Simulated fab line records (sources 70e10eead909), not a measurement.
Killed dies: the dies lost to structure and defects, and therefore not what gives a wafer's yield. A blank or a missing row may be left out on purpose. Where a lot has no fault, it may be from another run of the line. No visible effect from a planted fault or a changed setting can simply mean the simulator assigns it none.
Chamber matching -- flow nand_harc -- NHARC_A_BLC_DESCUM_15 on rie_diel-07: 4 sister chambers
The step chemistry O2, time 3 s. 4 wafers are shown with their chamber, then 7 later ones without.

== EACH WAFER AND ITS CHAMBER ==
wafer,chamber,showerhead_plenum_p_Torr (Torr)
L786.2,0,2.00
L788.6,3,1.78
L794.1,1,1.90
L794.2,2,1.84

== WAFERS WHOSE CHAMBER IS MISSING ==
wafer,showerhead_plenum_p_Torr (Torr)
L794.3,2.00
L798.1,1.78
L798.3,1.90
L798.4,2.00
L800.1,2.00
L800.3,1.89
L800.5,2.00

== EACH ONE'S CHAMBER ==
wafer,from the rows above,in truth
L794.3,0,0
L798.1,3,3
L798.3,1,1
L798.4,0,0
L800.1,0,0
L800.3,1,1
L800.5,0,0
7 of 7 placed correctly. Can't be placed from these rows: 0. 0 placed wrongly.
How it was worked out, from the rows above alone: a wafer's distance from a chamber is the root of the sum, over the readings, of the square of ((its reading less the chamber's mean) divided by the reading's scatter). If the next closest chamber is less than 2 further off than the closest, the wafer can't be placed; otherwise it belongs to the closest. For every chamber, the mean is computed from those of its wafers that are shown. The scatter (one wafer shown for each chamber): square how far every hidden wafer sits from the nearest shown wafer, average those squares and take the square root.
